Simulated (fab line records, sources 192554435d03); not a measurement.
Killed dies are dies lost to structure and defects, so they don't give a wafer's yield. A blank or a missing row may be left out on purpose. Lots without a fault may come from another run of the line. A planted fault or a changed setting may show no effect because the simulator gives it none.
Chamber matching | flow n5_finfet | N5_BEOL_M7_PECVD_70 on pecvd-03: 3 sister chambers
The step deposits SiO2 from TEOS/O2, target thk 20 nm, time 22.7 s. 3 wafers are shown with their chamber, then 7 later ones without.

WAFERS WITH THEIR CHAMBER
wafer  | chamber | throttle_valve_pct (%)
L118.5 | 0       | 22.7
L122.2 | 2       | 21.4
L122.3 | 1       | 25.0

WAFERS WITHOUT THEIR CHAMBER
wafer  | throttle_valve_pct (%)
L122.5 | 21.3
L120.2 | 22.6
L120.3 | 21.2
L120.6 | 21.6
L121.3 | 22.8
L121.4 | 21.6
L121.5 | 22.8

WHICH CHAMBER EACH WENT THROUGH
wafer  | from the rows above | in truth
L122.5 | 2                   | 2
L120.2 | 0                   | 0
L120.3 | 2                   | 2
L120.6 | 2                   | 2
L121.3 | 0                   | 0
L121.4 | 2                   | 2
L121.5 | 0                   | 0
Placed correctly: 7 of 7. Can't be placed from these rows: 0. Placed wrongly: 0.
How it was worked out, from the rows above alone: a wafer's distance from a chamber is the root of the sum, over the readings, of the square of ((its reading less the chamber's mean) divided by the reading's scatter). The wafer belongs to the nearest chamber; if the next one is less than 2 further off, it can't be placed. A chamber's mean is the mean of its shown wafers. The scatter: with one shown wafer a chamber, the root of the mean of the squares of how far each hidden wafer lies from its nearest shown one.
